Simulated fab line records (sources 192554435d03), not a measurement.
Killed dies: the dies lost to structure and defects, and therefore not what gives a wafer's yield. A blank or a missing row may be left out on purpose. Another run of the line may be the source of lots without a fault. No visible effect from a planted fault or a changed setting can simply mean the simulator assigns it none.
Split-lot study | flow n5-finfet | 7 lots, 21 wafers read, on a route of 1938 steps

== ON THE SPLIT ==
At N5_BEOL_M1_ETCH_70 (etches SOC in N2/H2, target depth 80 nm, overetch 16 nm, time 120 s), the setting time-s was moved away from the recipe's 120 s on 6 of the 21 wafers read, by -21.3% to +9.1%. This setting was run at the recipe's value on the other wafers.

The reading comes from the split's own step.

== THE READING ==
SiARC_of_BEOL_M1_COAT_68.thk-nm (the simulator's own value, which no gauge read), in nm, at N5_BEOL_M1_ETCH_70 (etches SOC in N2/H2, target depth 80 nm, overetch 16 nm, time 120 s). The file gives no usual value for it. Average 6.4 nm, standard deviation 0.14 nm, over the 15 wafers here run with the recipe.

wafer  | tool, chamber at the split | time-s as run, s | against the recipe | SiARC_of_BEOL_M1_COAT_68.thk-nm, nm | against lot-mates on the recipe
L079.1 | rie-diel-01, 3,1           | 120              | recipe             | 6.2                                 | -
L079.2 | rie-diel-01, 3,1           | 120              | recipe             | 6.2                                 | -
L079.5 | rie-diel-01, 0             | 120              | recipe             | 6.4                                 | -
L080.1 | rie-diel-01, 0             | 120              | recipe             | 6.6                                 | -
L080.3 | rie-diel-01, 2,3           | 108.3            | -9.8%              | 7                                   | +0.4
L080.5 | rie-diel-01, 2,3           | 108.3            | -9.8%              | 7                                   | +0.4
L084.2 | rie-diel-06, 3,2           | 120              | recipe             | 6.6                                 | -
L084.3 | rie-diel-06, 3,2           | 120              | recipe             | 6.6                                 | -
L084.4 | rie-diel-06, 0             | 94.44            | -21.3%             | 7.8                                 | +1.2
L088.1 | rie-diel-01, 0,2           | 120              | recipe             | 6.4                                 | -
L088.4 | rie-diel-01, 0,2           | 120              | recipe             | 6.4                                 | -
L088.3 | rie-diel-01, 3             | 120              | recipe             | 6.2                                 | -
L089.2 | rie-diel-01, 0,2           | 120              | recipe             | 6.4                                 | -
L089.3 | rie-diel-01, 0,2           | 120              | recipe             | 6.4                                 | -
L089.6 | rie-diel-01, 1             | 120              | recipe             | 6.2                                 | -
L091.3 | rie-diel-01, 2,0           | 120              | recipe             | 6.4                                 | -
L091.4 | rie-diel-01, 2,0           | 120              | recipe             | 6.4                                 | -
L091.6 | rie-diel-01, 2             | 94.95            | -20.9%             | 7.6                                 | +1.2
L096.1 | rie-diel-01, 3             | 130.9            | +9.1%              | 5.6                                 | -0.8
L096.3 | rie-diel-01, 2             | 120              | recipe             | 6.4                                 | -
L096.4 | rie-diel-01, 0             | 130.9            | +9.1%              | 5.8                                 | -0.6
If several chambers appear in one row, that row covers several wafers at once and the file leaves open which wafer was in which chamber.

THE FIT
A straight line over all 21 wafers: SiARC_of_BEOL_M1_COAT_68.thk-nm changes by -0.0647 nm for each +1% of time-s; r = -0.97; the points scatter about the line by 0.13 nm.
The same after taking each lot's own level away (the mean of its wafers on the recipe; 21 wafers): -0.0584 nm for each +1%; r = -0.98; scatter 0.1 nm.
On that fit, the largest move of time-s shifts the reading by 1.2 nm.
From 6.27 to 6.60 nm: that is the span of the lots' own levels, equal to 2.5 times the standard deviation above.
Thus the slope moves with the lot-to-lot level: the two fits are different.
Check: for one of the wafers moved furthest among these (-21.3%), held out of the fit, the line's prediction against its lot-mates is +1.21 nm. It came out at +1.2 nm against them.

== OTHER SPLITS ON THESE WAFERS ==
Other splits were also applied to these wafers ahead of the reading. Each is held against what the fit with the lots' levels taken away leaves over:
other split on the same wafers          | wafers away from the commonest value | r with SiARC_of_BEOL_M1_COAT_68.thk-nm (lot level and that fit taken away)
N5_MOL_CONTACT_COAG_EXPOSE_05 dose-mj   | 9                                    | +0.44
N5_MOL_CONTACT_COAG_ALD_133 ald-cycles  | 6                                    | +0.37
N5_MOL_CONTACT_COAG_VIA_ETCH_117 bias-w | 8                                    | +0.18
N5_BEOL_M0_SAQP_SPACER1_ALD_98 temp-c   | 10                                   | +0.14
N5_BEOL_M0_SAQP_ETCH_107 source-w       | 8                                    | +0.25

== FILE'S OWN FIT ==
SiARC_of_BEOL_M1_COAT_68.thk-nm changes by -0.057 nm for each +1% of time-s, r = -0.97.
